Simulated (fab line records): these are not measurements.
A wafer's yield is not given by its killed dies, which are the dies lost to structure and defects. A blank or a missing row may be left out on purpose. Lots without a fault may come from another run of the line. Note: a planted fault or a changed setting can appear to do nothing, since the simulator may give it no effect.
fab line records | flow n5Finfet
[record] lots = 11 | wafers = 32 | lastDay = 18
route steps=1938 shown DUMMY_REMOVAL@378 HKMG_FIN@388 PASSIVATION@1936
lots that met no fault: taken from a fault-free run of the same line
startH: hours from the record's first day to the start of the lot's first wafer shown | waitH: time in hours since the lot's previous step | " unchanged from the row above | L1.1+2: several wafers, shown together as one row | - no value, or no start given | * or withheld: withheld | < > ~ a bound
route shown NAME@n: names a module that has steps shown in the file, with the first one's number in the route | usual: mean/standard deviation of fault-free wafers | same: alike in all rows | chamber/n: place in a boat | sites: readings site by site | _std_site: the values' standard deviation | _edge_site: inner sites' mean taken away from outer sites' mean | radiusMm: how far each site lies from the wafer's centre | mask NAME#n: copy n | behind: the last tool/chamber to shape the wafer | hold: reason for holding the lot/hours on hold/outcome of the hold | device: names the non-switching transistor (n, p or np) | end of line: tests run on the same wafers once the route is complete | a step with no rows: only its recipe | killed: not the wafer's yield, but the dies lost to structure and defects at the first sort | map: dies across one wafer; x = killed, . = not, _ = none there
set.NAME: the setting the step ran with; set.NAME@STEP: the setting that earlier step ran with | model.NAME: the simulator's own value behind a step, which no gauge read
route steps across a sampled set of lots; one table per step, one row per wafer
services: the hour from which a tool's chamber was out of use, counted from the record's first day as startH (under 0 if before that day), plus the number of hours and why
[[steps]]
[step N5_DUMMY_REMOVAL_STRIP_10]
[recipe] chemistry = N2/H2 | timeS = 40 | powerW = 100 | tempC = 40 | pressureMtorr = 100 | rfFrequencyHz = 6e+07 | biasPowerW = 3 | n2FlowSccm = 300 | h2FlowSccm = 300
[usual] drypumpMotorCurrentA = 5.8/0.58 | oesProductAu = 0.78/0.087 | rfVppV = 45.3/0.95 | showerheadPlenumPTorr = 3.38/0.096 | throttleValvePct = 12.3/0.32
lot.wafer | tool       | chamber | startH | waitH | drypumpMotorCurrentA | oesProductAu | rfHoursCounterH | rfVppV | showerheadPlenumPTorr | throttleValvePct
L267.4    | rieDiel-04 | 0       | 81.11  | 0.0   | 5.7                  | 0.69         | 215             | 46.3   | 3.49                  | 12.8
L267.5    | "          | 0       | "      | "     | 5.7                  | 0.68         | -               | 44.6   | 3.49                  | 12.8
L267.6    | "          | 1       | "      | "     | 6.5                  | 0.83         | -               | 45.1   | 3.40                  | 12.1
L269.1    | rieDiel-03 | 2       | 88.97  | 0.0   | 5.5                  | 0.71         | 193             | 47.0   | 3.21                  | 12.3
L269.2    | "          | 3       | "      | "     | 6.3                  | 0.74         | 177             | 47.2   | 3.49                  | 12.1
L269.4    | "          | 3       | "      | "     | 6.3                  | 0.74         | -               | 44.6   | 3.49                  | 12.2
L270.1    | rieDiel-04 | 3       | 96.11  | 0.0   | 6.6                  | 0.75         | 158             | 45.4   | 3.25                  | 12.5
L270.4    | "          | 0       | "      | "     | 5.8                  | 0.68         | 219             | 45.2   | 3.48                  | 12.8
L270.6    | "          | 1       | "      | "     | 6.6                  | 0.83         | -               | 46.4   | 3.40                  | 12.1
L271.1    | rieDiel-04 | 3       | 102.90 | 0.0   | 6.6                  | 0.75         | 160             | 44.5   | 3.25                  | 12.5
L271.3    | "          | 0       | "      | "     | 5.7                  | 0.68         | 221             | 45.6   | 3.48                  | 12.8
L271.6    | "          | 1       | "      | "     | 6.5                  | 0.82         | -               | 45.0   | 3.40                  | 12.1
L273.2    | rieDiel-04 | 0       | 113.47 | 0.0   | 5.7                  | 0.68         | 226             | 44.1   | 3.48                  | 12.8
L273.3    | "          | 1       | "      | "     | 6.6                  | 0.82         | 88              | 45.9   | 3.39                  | 12.1
L273.5    | "          | 0       | "      | "     | 5.8                  | 0.68         | -               | 47.4   | 3.48                  | 12.8
L277.2    | rieDiel-03 | 3       | 138.34 | 0.0   | 6.2                  | 0.73         | 189             | 45.7   | 3.48                  | 12.2
L277.5    | "          | 3       | "      | "     | 6.2                  | 0.73         | -               | 47.0   | 3.48                  | 12.2
L277.6    | "          | 0       | "      | "     | 5.0                  | 0.87         | -               | 46.4   | 3.43                  | 11.7
L284.1    | rieDiel-03 | 0       | 179.26 | 0.0   | 5.0                  | 0.85         | 67              | 45.2   | 3.42                  | 11.7
L284.3    | "          | 3       | "      | "     | 6.3                  | 0.72         | 202             | 44.9   | 3.48                  | 12.2
L286.1    | rieDiel-03 | 1       | 190.74 | 0.0   | 5.3                  | 0.74         | 173             | 46.2   | 3.37                  | 12.1
L286.5    | "          | 3       | "      | "     | 6.3                  | 0.72         | -               | 45.9   | 3.47                  | 12.2
L286.6    | "          | 2       | "      | "     | 5.5                  | 0.69         | -               | 45.3   | 3.19                  | 12.4
L287.2    | rieDiel-04 | 3       | 196.27 | 0.0   | 6.6                  | 0.71         | 192             | 44.1   | 3.23                  | 12.5
L287.3    | "          | 0       | "      | "     | 5.7                  | 0.65         | 250             | 44.1   | 3.47                  | 12.9
L287.4    | "          | 1       | "      | "     | 6.5                  | 0.79         | 110             | 44.8   | 3.38                  | 12.2
L288.2    | rieDiel-03 | 0       | 203.17 | 0.0   | 5.0                  | 0.84         | 74              | 46.0   | 3.41                  | 11.8
L288.4    | "          | 2       | "      | "     | 5.5                  | 0.68         | 230             | 45.9   | 3.19                  | 12.4
L288.6    | "          | 3       | "      | "     | 6.3                  | 0.71         | -               | 44.4   | 3.47                  | 12.2
L289.3    | rieDiel-03 | 2       | 208.93 | 0.0   | 5.5                  | 0.69         | 232             | 44.7   | 3.19                  | 12.4
L289.5    | "          | 2       | "      | "     | 5.5                  | 0.67         | -               | 43.9   | 3.19                  | 12.4
L289.6    | "          | 1       | "      | "     | 5.3                  | 0.74         | -               | 46.4   | 3.36                  | 12.2
[step N5_HKMG_FIN_ALD_74]
[recipe] material = La2O3 | targetThkA = 5 | tempC = 250 | aldPrecursorFamily = La-Cp | aldCoReactant = O3 | pulseTimeS = 6 | coReactantPulseTimeS = 1 | purgeTimeS = 3 | coReactantPurgeTimeS = 3
[usual] heaterPowerW = 349/39 | precursorPulseHeightRel = 1.004/0.018
[same] purgeTimeS = 3
lot.wafer | tool     | chamber | startH | waitH | heaterPowerW | precursorPulseHeightRel
L267.4    | aldHk-01 | 3       | 82.42  | 0.2   | 321          | 0.964
L267.5    | "        | 3       | "      | "     | 311          | 1.014
L267.6    | "        | 2       | "      | "     | 378          | 1.035
L269.1    | aldHk-01 | 0       | 90.11  | 0.2   | 290          | 0.973
L269.2    | "        | 2       | "      | "     | 381          | 1.001
L269.4    | "        | 1       | "      | "     | 296          | 0.998
L270.1    | aldHk-01 | 3       | 97.07  | 0.2   | 317          | 0.989
L270.4    | "        | 0       | "      | "     | 293          | 0.944
L270.6    | "        | 3       | "      | "     | 328          | 1.024
L271.1    | aldHk-01 | 2       | 103.83 | 0.2   | 374          | 1.010
L271.3    | "        | 1       | "      | "     | 301          | 0.992
L271.6    | "        | 1       | "      | "     | 309          | 0.989
L273.2    | aldHk-01 | 2       | 114.41 | 0.2   | 371          | 1.001
L273.3    | "        | 0       | "      | "     | 290          | 1.008
L273.5    | "        | 0       | "      | "     | 290          | 1.008
L277.2    | aldHk-01 | 2       | 139.48 | 0.2   | 374          | 0.996
L277.5    | "        | 1       | "      | "     | 304          | 0.988
L277.6    | "        | 2       | "      | "     | 380          | 0.974
L284.1    | aldHk-02 | 2       | 180.24 | 0.2   | 344          | 1.019
L284.3    | "        | 3       | "      | "     | 395          | 1.036
L286.1    | aldHk-03 | 2       | 191.66 | 0.2   | 325          | 0.988
L286.5    | "        | 2       | "      | "     | 330          | 1.012
L286.6    | "        | 1       | "      | "     | 382          | 1.015
L287.2    | aldHk-03 | 1       | 197.26 | 0.2   | 379          | 0.981
L287.3    | "        | 0       | "      | "     | 325          | 1.014
L287.4    | "        | 3       | "      | "     | 409          | 1.021
L288.2    | aldHk-03 | 2       | 204.09 | 0.2   | 339          | 1.013
L288.4    | "        | 0       | "      | "     | 335          | 0.990
L288.6    | "        | 3       | "      | "     | 412          | 1.027
L289.3    | aldHk-03 | 1       | 210.05 | 0.1   | 384          | 1.020
L289.5    | "        | 1       | "      | "     | 382          | 1.006
L289.6    | "        | 2       | "      | "     | 340          | 0.983
[step N5_HKMG_FIN_INSPECT_61]
[recipe] mode = adi | inspectInstrument = macro
[usual] rawDefectCount = 1.7/1.3
lot.wafer | tool             | chamber | startH | waitH | rawDefectCount
L267.4    | defectInspect-01 | -       | 82.90  | 0.0   | 0
L267.5    | "                | -       | "      | "     | 4
L267.6    | "                | -       | "      | "     | 0
L269.1    | defectInspect-02 | -       | 90.70  | 0.0   | 1
L269.2    | "                | -       | "      | "     | 1
L269.4    | "                | -       | "      | "     | 3
L270.1    | defectInspect-02 | -       | 97.67  | 0.0   | 2
L270.4    | "                | -       | "      | "     | 1
L270.6    | "                | -       | "      | "     | 2
L271.1    | defectInspect-02 | -       | 104.30 | 0.0   | 0
L271.3    | "                | -       | "      | "     | 4
L271.6    | "                | -       | "      | "     | 0
L273.2    | defectInspect-01 | -       | 115.01 | 0.0   | >300
L273.3    | "                | -       | "      | "     | >300
L273.5    | "                | -       | "      | "     | >300
L277.2    | defectInspect-01 | -       | 140.07 | 0.0   | >300
L277.5    | "                | -       | "      | "     | >300
L277.6    | "                | -       | "      | "     | >300
L284.1    | defectInspect-01 | -       | 180.71 | 0.0   | 1
L284.3    | "                | -       | "      | "     | 2
L286.1    | defectInspect-02 | -       | 192.25 | 0.0   | 1
L286.5    | "                | -       | "      | "     | 3
L286.6    | "                | -       | "      | "     | 1
L287.2    | defectInspect-01 | -       | 197.73 | 0.0   | 0
L287.3    | "                | -       | "      | "     | 1
L287.4    | "                | -       | "      | "     | 2
L288.2    | defectInspect-02 | -       | 204.69 | 0.0   | 2
L288.4    | "                | -       | "      | "     | 5
L288.6    | "                | -       | "      | "     | 2
L289.3    | defectInspect-02 | -       | 210.52 | 0.0   | 1
L289.5    | "                | -       | "      | "     | 1
L289.6    | "                | -       | "      | "     | 0
[step N5_HKMG_FIN_DESCUM_53]
[recipe] chemistry = O2 | timeS = 7.9 | sourcePowerW = 50 | biasPowerW = 20 | pressureMtorr = 20 | rfFrequencyHz = 2.712e+07 | tempC = 40 | resist = CAR-ArF | o2FlowSccm = 225
[usual] drypumpMotorCurrentA = 5.8/0.59 | oesProductAu = 0.82/0.088 | rfVppV = 242.6/1.1 | showerheadPlenumPTorr = 2.06/0.044 | throttleValvePct = 20.34/0.27
lot.wafer | tool       | chamber | startH | waitH | drypumpMotorCurrentA | oesProductAu | rfHoursCounterH | rfVppV | showerheadPlenumPTorr | throttleValvePct
L267.4    | rieDiel-02 | 2       | 82.95  | 0.1   | 6.2                  | 0.83         | -               | 243.3  | 2.05                  | 20.38
L267.5    | "          | 0       | "      | "     | 5.0                  | 0.95         | -               | 242.4  | 2.07                  | 20.35
L267.6    | "          | 3       | "      | "     | 6.0                  | 0.73         | -               | 242.5  | 2.07                  | 20.54
L269.1    | rieDiel-05 | 2       | 90.74  | 0.0   | 6.6                  | 0.74         | 172             | 242.8  | 2.10                  | 20.60
L269.2    | "          | 1       | "      | "     | 6.4                  | 0.94         | 20              | 242.8  | 2.06                  | 20.25
L269.4    | "          | 0       | "      | "     | 6.0                  | 0.80         | 100             | 242.2  | 2.02                  | 20.16
L270.1    | rieDiel-05 | 2       | 97.70  | 0.0   | 6.6                  | 0.73         | 174             | 244.1  | 2.10                  | 20.60
L270.4    | "          | 0       | "      | "     | 6.0                  | 0.80         | 102             | 241.5  | 2.02                  | 20.18
L270.6    | "          | 1       | "      | "     | 6.4                  | 0.94         | -               | 241.5  | 2.05                  | 20.26
L271.1    | rieDiel-05 | 1       | 104.34 | 0.0   | 6.4                  | 0.93         | 25              | 241.0  | 2.05                  | 20.27
L271.3    | "          | 0       | "      | "     | 6.0                  | 0.81         | 104             | 243.0  | 2.01                  | 20.17
L271.6    | "          | 1       | "      | "     | 6.4                  | 0.94         | -               | 243.9  | 2.05                  | 20.26
L273.2    | rieDiel-02 | 0       | 115.06 | 0.1   | 5.1                  | 0.92         | 30              | 241.7  | 2.07                  | 20.37
L273.3    | "          | 3       | "      | "     | 6.0                  | 0.71         | 196             | 242.5  | 2.07                  | 20.54
L273.5    | "          | 3       | "      | "     | 5.9                  | 0.72         | -               | 243.1  | 2.07                  | 20.54
L277.2    | rieDiel-05 | 2       | 140.11 | 0.0   | 6.6                  | 0.72         | 190             | 242.6  | 2.10                  | 20.62
L277.5    | "          | 3       | "      | "     | 4.9                  | 0.87         | -               | 240.0  | 2.05                  | 19.95
L277.6    | "          | 0       | "      | "     | 6.0                  | 0.79         | -               | 244.3  | 2.01                  | 20.18
L284.1    | rieDiel-06 | 0       | 180.75 | 0.0   | 4.9                  | 0.70         | 215             | 239.2  | 1.98                  | 20.88
L284.3    | "          | 2       | "      | "     | 6.3                  | 0.92         | 29              | 242.9  | 2.05                  | 20.40
L286.1    | rieDiel-02 | 0       | 192.29 | 0.0   | 5.1                  | 0.88         | 50              | 242.9  | 2.06                  | 20.39
L286.5    | "          | 2       | "      | "     | 6.3                  | 0.78         | -               | 242.3  | 2.03                  | 20.45
L286.6    | "          | 1       | "      | "     | 5.5                  | 0.85         | -               | 243.2  | 2.04                  | 19.90
L287.2    | rieDiel-05 | 2       | 197.77 | 0.0   | 6.6                  | 0.70         | 213             | 243.6  | 2.09                  | 20.67
L287.3    | "          | 3       | "      | "     | 4.9                  | 0.82         | 50              | 243.5  | 2.05                  | 19.98
L287.4    | "          | 3       | "      | "     | 4.9                  | 0.83         | -               | 241.6  | 2.05                  | 19.98
L288.2    | rieDiel-02 | 0       | 204.72 | 0.0   | 5.1                  | 0.88         | 55              | 242.2  | 2.06                  | 20.40
L288.4    | "          | 2       | "      | "     | 6.2                  | 0.77         | 100             | 244.3  | 2.03                  | 20.46
L288.6    | "          | 3       | "      | "     | 5.9                  | 0.70         | -               | 241.1  | 2.06                  | 20.59
L289.3    | rieDiel-02 | 0       | 210.56 | 0.0   | 5.0                  | 0.88         | 57              | 241.8  | 2.06                  | 20.43
L289.5    | "          | 2       | "      | "     | 6.2                  | 0.77         | -               | 242.7  | 2.03                  | 20.47
L289.6    | "          | 3       | "      | "     | 5.9                  | 0.69         | -               | 243.5  | 2.06                  | 20.60
[step N5_HKMG_FIN_STRIP_93]
[recipe] chemistry = N2/H2 | material = SOC | timeS = 20 | powerW = 500 | tempC = 40 | pressureMtorr = 50 | rfFrequencyHz = 6e+07 | biasPowerW = 8 | h2Frac = 0.5 | n2FlowSccm = 300 | h2FlowSccm = 300
[usual] drypumpMotorCurrentA = 5.9/0.6 | oesProductAu = 0.82/0.086 | powerW = 499.9/1.6 | rfVppV = 54.0/0.89 | showerheadPlenumPTorr = 3.30/0.066 | throttleValvePct = 18.9/0.49
lot.wafer | tool       | chamber | startH | waitH | drypumpMotorCurrentA | oesProductAu | powerW | rfHoursCounterH | rfVppV | showerheadPlenumPTorr | throttleValvePct
L267.4    | rieDiel-02 | 2       | 83.69  | 0.0   | 6.2                  | 0.85         | 498.0  | -               | 53.0   | 3.28                  | 19.1
L267.5    | "          | 0       | "      | "     | 5.0                  | 0.94         | 501.5  | -               | 52.7   | 3.32                  | 19.3
L267.6    | "          | 3       | "      | "     | 6.0                  | 0.74         | 499.7  | -               | 55.0   | 3.35                  | 19.5
L269.1    | rieDiel-05 | 2       | 91.47  | 0.2   | 6.6                  | 0.73         | 500.5  | 172             | 54.2   | 3.36                  | 19.4
L269.2    | "          | 1       | "      | "     | 6.4                  | 0.96         | 499.3  | 20              | 52.6   | 3.28                  | 18.3
L269.4    | "          | 0       | "      | "     | 6.0                  | 0.81         | 499.7  | 100             | 53.4   | 3.27                  | 18.8
L270.1    | rieDiel-05 | 2       | 98.43  | 0.2   | 6.6                  | 0.73         | 501.8  | 175             | 53.6   | 3.35                  | 19.4
L270.4    | "          | 0       | "      | "     | 6.0                  | 0.79         | 498.9  | 102             | 54.0   | 3.27                  | 18.8
L270.6    | "          | 1       | "      | "     | 6.4                  | 0.94         | 497.9  | -               | 53.7   | 3.28                  | 18.3
L271.1    | rieDiel-05 | 1       | 105.21 | 0.2   | 6.4                  | 0.94         | 502.3  | 25              | 52.4   | 3.28                  | 18.3
L271.3    | "          | 0       | "      | "     | 6.0                  | 0.80         | 498.3  | 105             | 54.3   | 3.27                  | 18.9
L271.6    | "          | 1       | "      | "     | 6.4                  | 0.94         | 501.3  | -               | 52.9   | 3.28                  | 18.3
L273.2    | rieDiel-02 | 0       | 115.79 | 0.2   | 5.1                  | 0.92         | 502.0  | 30              | 54.0   | 3.31                  | 19.3
L273.3    | "          | 3       | "      | "     | 5.9                  | 0.73         | 497.4  | 197             | 54.7   | 3.34                  | 19.5
L273.5    | "          | 3       | "      | "     | 5.9                  | 0.73         | 497.2  | -               | 55.6   | 3.34                  | 19.5
L277.2    | rieDiel-05 | 2       | 140.83 | 0.2   | 6.6                  | 0.71         | 501.8  | 190             | 54.1   | 3.35                  | 19.4
L277.5    | "          | 3       | "      | "     | 4.9                  | 0.85         | 498.7  | -               | 52.8   | 3.27                  | 18.4
L277.6    | "          | 0       | "      | "     | 6.0                  | 0.78         | 499.4  | -               | 55.4   | 3.26                  | 18.9
L284.1    | rieDiel-06 | 0       | 181.48 | 0.2   | 4.9                  | 0.72         | 501.3  | 216             | 53.7   | 3.20                  | 19.4
L284.3    | "          | 2       | "      | "     | 6.2                  | 0.92         | 499.7  | 30              | 52.9   | 3.29                  | 18.7
L286.1    | rieDiel-02 | 0       | 193.02 | 0.2   | 5.1                  | 0.88         | 500.8  | 51              | 53.5   | 3.30                  | 19.4
L286.5    | "          | 2       | "      | "     | 6.3                  | 0.80         | 501.5  | -               | 53.5   | 3.26                  | 19.2
L286.6    | "          | 1       | "      | "     | 5.5                  | 0.87         | 499.2  | -               | 53.4   | 3.27                  | 18.2
L287.2    | rieDiel-05 | 2       | 198.49 | 0.2   | 6.6                  | 0.70         | 497.8  | 214             | 53.4   | 3.33                  | 19.5
L287.3    | "          | 3       | "      | "     | 4.9                  | 0.81         | 501.4  | 51              | 54.2   | 3.26                  | 18.4
L287.4    | "          | 3       | "      | "     | 4.9                  | 0.80         | 500.0  | -               | 54.5   | 3.26                  | 18.4
L288.2    | rieDiel-02 | 0       | 205.45 | 0.2   | 5.1                  | 0.88         | 501.7  | 56              | 53.7   | 3.30                  | 19.4
L288.4    | "          | 2       | "      | "     | 6.3                  | 0.79         | 501.8  | 101             | 53.6   | 3.26                  | 19.2
L288.6    | "          | 3       | "      | "     | 5.9                  | 0.70         | 498.7  | -               | 54.4   | 3.33                  | 19.6
L289.3    | rieDiel-02 | 0       | 211.28 | 0.2   | 5.1                  | 0.86         | 500.6  | 58              | 54.2   | 3.30                  | 19.4
L289.5    | "          | 2       | "      | "     | 6.2                  | 0.78         | 499.2  | -               | 53.9   | 3.26                  | 19.2
L289.6    | "          | 3       | "      | "     | 6.0                  | 0.69         | 500.7  | -               | 54.3   | 3.32                  | 19.6
[step N5_PASSIVATION_PROBE_49]
[usual] killed_at_M0_to_M3 = 36/10 | killed_at_M4_up = 13/5.5 | killedAtContacts = 12/5.6 | killedAtFrontEnd = 42/12 | killedAtOther = 4/3.2 | killedDies = 108/18 | killedOnRim = 15/4.1 | killedOpen = 71/13 | killedShort = 34/7.8
[same] grossDies = 1180 | killedAtBackSide = 0
lot.wafer | tool      | chamber | startH | waitH | killed_at_M0_to_M3 | killed_at_M4_up | killedAtContacts | killedAtFrontEnd | killedAtOther | killedDies | killedOnRim | killedOpen | killedShort
L267.4    | prober-02 | -       | 276.08 | 0.2   | 34                 | 10              | 3                | 63               | 4             | 114        | 15          | 84         | 27
L267.5    | prober-02 | -       | 276.13 | 0.2   | 44                 | 11              | 11               | 65               | 0             | 131        | 22          | 92         | 35
L267.6    | prober-02 | -       | 276.18 | 0.3   | 44                 | 9               | 2                | 47               | 1             | 103        | 18          | 71         | 32
L269.1    | prober-02 | -       | 283.34 | 0.0   | 35                 | 15              | 12               | 49               | 8             | 119        | 19          | 80         | 38
L269.2    | prober-02 | -       | 283.39 | 0.1   | 42                 | 21              | 3                | 39               | 2             | 107        | 16          | 81         | 23
L269.4    | prober-02 | -       | 283.49 | 0.2   | 33                 | 25              | 11               | 43               | 4             | 116        | 17          | 81         | 30
L273.2    | prober-01 | -       | 313.49 | 0.1   | 34                 | 26              | 13               | 107              | 0             | 180        | 36          | 76         | 38
L273.3    | prober-01 | -       | 313.54 | 0.1   | 44                 | 23              | 13               | 126              | 1             | 207        | 29          | 87         | 38
L273.5    | prober-01 | -       | 313.64 | 0.2   | 38                 | 18              | 11               | 109              | 0             | 176        | 28          | 61         | 28
L277.2    | prober-01 | -       | 347.96 | 0.1   | 24                 | 17              | 10               | 96               | 8             | 155        | 34          | 56         | 32
L277.5    | prober-01 | -       | 348.11 | 0.2   | 28                 | 14              | 19               | 92               | 6             | 159        | 23          | 69         | 25
L277.6    | prober-01 | -       | 348.16 | 0.3   | 31                 | 8               | 16               | 97               | 0             | 152        | 29          | 60         | 30
L284.1    | prober-01 | -       | 400.90 | 0.0   | 28                 | 17              | 5                | 35               | 7             | 92         | 17          | 61         | 28
L284.3    | prober-01 | -       | 401.00 | 0.1   | 31                 | 7               | 6                | 27               | 3             | 74         | 8           | 53         | 20
L288.2    | prober-01 | -       | 440.81 | 0.4   | 72                 | 13              | 19               | 51               | 1             | 156        | 17          | 106        | 50
L288.4    | prober-01 | -       | 440.91 | 0.5   | 60                 | 21              | 12               | 46               | 3             | 142        | 18          | 98         | 43
L288.6    | prober-01 | -       | 441.01 | 0.6   | 49                 | 12              | 16               | 45               | 5             | 127        | 13          | 86         | 41
// killed by level:class
L267.4 STI_FIN_REVEAL:geometricParticle:open=26 FIN_SAQP:geometricParticle:short=10 FIN_SAQP:geometricParticle:open=9 BEOL_M3:geometricParticle:open=9 BEOL_M4:geometricParticle:open=7 BEOL_M2:geometricParticle:open=7 BEOL_M0_SAQP:geometricParticle:open=5 GATE_CUT:geometricParticle:short=4
L267.5 STI_FIN_REVEAL:geometricParticle:open=31 BEOL_M0_SAQP:geometricParticle:short=12 BEOL_M0_SAQP:geometricParticle:open=11 MOL_CONTACT_COAG:geometricParticle:open=10 BEOL_M3:geometricParticle:open=9 FIN_SAQP:geometricParticle:open=8 FIN_SAQP:geometricParticle:short=7 STI_FIN_REVEAL:geometricParticle:short=6
L267.6 STI_FIN_REVEAL:geometricParticle:open=19 BEOL_M1:geometricParticle:open=13 BEOL_M0_SAQP:geometricParticle:open=8 FIN_SAQP:geometricParticle:open=6 STI_FIN_REVEAL:geometricParticle:short=6 BEOL_M0_SAQP:geometricParticle:short=6 BEOL_M2:geometricParticle:open=5 FIN_SAQP:geometricParticle:short=4
L269.1 MOL_CONTACT_COAG:geometricParticle:open=12 FIN_SAQP:geometricParticle:open=10 STI_FIN_REVEAL:geometricParticle:open=9 BEOL_M0_SAQP:geometricParticle:short=6 BEOL_M2:geometricParticle:open=6 BEOL_M3:geometricParticle:open=6 FIN_SAQP:geometricParticle:short=5 BEOL_M7:geometricParticle:open=5
L269.2 BEOL_M1:geometricParticle:open=16 STI_FIN_REVEAL:geometricParticle:open=15 BEOL_M4:geometricParticle:open=11 FIN_SAQP:geometricParticle:open=8 BEOL_M0_SAQP:geometricParticle:open=7 BEOL_M2:geometricParticle:open=7 FIN_SAQP:geometricParticle:short=4 BEOL_M0_SAQP:geometricParticle:short=4
L269.4 BEOL_M2:geometricParticle:open=13 FIN_SAQP:geometricParticle:open=10 BEOL_M4:geometricParticle:open=10 STI_FIN_REVEAL:geometricParticle:open=8 MOL_CONTACT_COAG:geometricParticle:open=8 BEOL_M0_SAQP:geometricParticle:short=8 FIN_SAQP:geometricParticle:short=5 BEOL_M1:geometricParticle:open=5
L273.2 HKMG_FIN:unspecified=64 BEOL_M4:geometricParticle:open=16 STI_FIN_REVEAL:geometricParticle:open=14 MOL_CONTACT_COAG:geometricParticle:open=10 BEOL_M0_SAQP:geometricParticle:short=8 BEOL_M0_SAQP:geometricParticle:open=6 BEOL_M1:geometricParticle:open=6 BEOL_M3:geometricParticle:open=5
L273.3 HKMG_FIN:unspecified=81 BEOL_M0_SAQP:geometricParticle:short=15 STI_FIN_REVEAL:geometricParticle:open=14 MOL_CONTACT_COAG:geometricParticle:open=11 BEOL_M0_SAQP:geometricParticle:open=11 BEOL_M4:geometricParticle:open=9 GATE_CUT:geometricParticle:open=6 BEOL_M2:geometricParticle:open=6
L273.5 HKMG_FIN:unspecified=83 BEOL_M0_SAQP:geometricParticle:short=12 MOL_CONTACT_COAG:geometricParticle:open=9 BEOL_M4:geometricParticle:open=9 BEOL_M0_SAQP:geometricParticle:open=8 BEOL_M2:geometricParticle:open=7 BEOL_M3:geometricParticle:open=6 FIN_SAQP:geometricParticle:short=5
L277.2 HKMG_FIN:unspecified=67 BEOL_M4:geometricParticle:open=13 MOL_CONTACT_COAG:geometricParticle:open=9 BEOL_M0_SAQP:geometricParticle:short=9 STI_FIN_REVEAL:geometricParticle:open=7 DUMMY_GATE:geometricParticle:open=7 BEOL_M0_SAQP:geometricParticle:open=6 FIN_SAQP:geometricParticle:short=5
L277.5 HKMG_FIN:unspecified=60 MOL_CONTACT_COAG:geometricParticle:open=12 STI_FIN_REVEAL:geometricParticle:open=10 BEOL_M1:geometricParticle:open=10 DUMMY_GATE:geometricParticle:open=7 MOL_CONTACT_COAG:geometricParticle:short=7 BEOL_M3:geometricParticle:open=5 BEOL_M0_SAQP:geometricParticle:open=4
L277.6 HKMG_FIN:unspecified=62 MOL_CONTACT_COAG:geometricParticle:open=15 BEOL_M0_SAQP:geometricParticle:short=9 STI_FIN_REVEAL:geometricParticle:open=8 BEOL_M0_SAQP:geometricParticle:open=8 DUMMY_GATE:geometricParticle:short=6 BEOL_M1:geometricParticle:open=6 DUMMY_GATE:geometricParticle:open=5
L284.1 STI_FIN_REVEAL:geometricParticle:open=12 BEOL_M1:geometricParticle:open=11 BEOL_M3:geometricParticle:open=8 GATE_CUT:geometricParticle:short=6 BEOL_M4:geometricParticle:open=6 FIN_SAQP:geometricParticle:open=4 MOL_CONTACT_COAG:geometricParticle:open=4 FIN_SAQP:geometricParticle:short=3
L284.3 BEOL_M3:geometricParticle:open=11 STI_FIN_REVEAL:geometricParticle:open=6 MOL_CONTACT_COAG:geometricParticle:open=6 BEOL_M0_SAQP:geometricParticle:open=6 BEOL_M0_SAQP:geometricParticle:short=5 FIN_SAQP:geometricParticle:short=3 FIN_SAQP:geometricParticle:open=3 ILD0:geometricParticle:short=3
L288.2 BEOL_M0_SAQP:geometricParticle:open=19 FIN_SAQP:geometricParticle:short=16 STI_FIN_REVEAL:geometricParticle:open=16 BEOL_M3:geometricParticle:open=16 MOL_CONTACT_COAG:geometricParticle:open=15 BEOL_M1:geometricParticle:open=12 BEOL_M0_SAQP:geometricParticle:short=11 BEOL_M4:geometricParticle:open=8
L288.4 BEOL_M0_SAQP:geometricParticle:open=23 STI_FIN_REVEAL:geometricParticle:open=14 BEOL_M0_SAQP:geometricParticle:short=13 BEOL_M1:geometricParticle:open=11 MOL_CONTACT_COAG:geometricParticle:open=8 DUMMY_GATE:geometricParticle:open=7 STI_FIN_REVEAL:geometricParticle:short=6 BEOL_M4:geometricParticle:open=5
L288.6 STI_FIN_REVEAL:geometricParticle:open=16 BEOL_M0_SAQP:geometricParticle:open=14 BEOL_M0_SAQP:geometricParticle:short=14 MOL_CONTACT_COAG:geometricParticle:open=13 BEOL_M3:geometricParticle:open=9 BEOL_M4:geometricParticle:open=8 FIN_SAQP:geometricParticle:open=6 STARTING-WAFER:geometricParticle:short=5
[[services]]
tool       | chamber | startH | hours | kind
rieDiel-03 | -       | 63.79  | 0.7   | repair
rieDiel-02 | 1       | 74.76  | -     | clean
rieDiel-02 | 1       | 74.76  | -     | consumableReplace:focusRing
rieDiel-02 | 1       | 74.76  | 16.1  | scheduledDown
rieDiel-02 | 1       | 74.76  | 16.1  | ventCycle
rieDiel-03 | 0       | 86.86  | 11.8  | repair
rieDiel-06 | 2       | 89.66  | 4.8   | repair
rieDiel-03 | 3       | 95.85  | 18.6  | repair
aldHk-02   | -       | 97.02  | 2.8   | pm
aldHk-01   | -       | 97.44  | 1.4   | repair
rieDiel-04 | 2       | 97.76  | -     | clean
rieDiel-04 | 2       | 97.76  | -     | consumableReplace:focusRing
rieDiel-04 | 2       | 97.76  | 20.2  | scheduledDown
rieDiel-02 | 0       | 126.72 | 16.1  | repair
rieDiel-04 | 1       | 129.49 | 9.0   | repair
rieDiel-04 | 0       | 130.52 | 10.4  | repair
rieDiel-04 | 1       | 139.52 | 4.0   | repair
aldHk-03   | -       | 145.92 | 1.8   | repair
rieDiel-05 | 1       | 162.15 | 36.3  | repair
aldHk-01   | -       | 169.75 | 0.6   | repair
aldHk-01   | -       | 188.86 | 8.7   | pm
rieDiel-06 | 2       | 197.89 | 1.5   | repair
rieDiel-02 | 1       | 198.27 | 1.6   | repair
aldHk-01   | -       | 204.48 | 0.8   | repair
[[key]]
[firstSign] step = N5_HKMG_FIN_INSPECT_61 | reading = rawDefectCount | direction = up | sigmas = 99+ | usual = 1.7 | struck = >300
[effect] step = N5_PASSIVATION_PROBE_49 | reading = killedAtFrontEnd | direction = up | sigmas = 5.1 | usual = 42 | struck = 104
[moreKillsBornAt] N5_HKMG_FIN_ALD_74@aldHk-01 = 417
metAt N5_HKMG_FIN_ALD_74
struckLots L273,L277
testerLeftOut L273,L277
notActingAt N5_DUMMY_REMOVAL_STRIP_10,N5_HKMG_FIN_DESCUM_53,N5_HKMG_FIN_STRIP_93
onsetBetween 103.83 114.41
[fault] kind = chamberParticleSource | tool = aldHk-01 | chamber = - | onsetH = 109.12 | steps = N5_HKMG_FIN_ALD_74 | ratePerVisitCm2 = 0.75699 | endH = 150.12
// testerLeftOut: of these lots the tester's yield and bins aren't shown, on N5 and GAA mostly nor the transistor test; their killed dies are dies lost to structure and defects alone, not to doping, threshold or leakage, so they don't give the yield
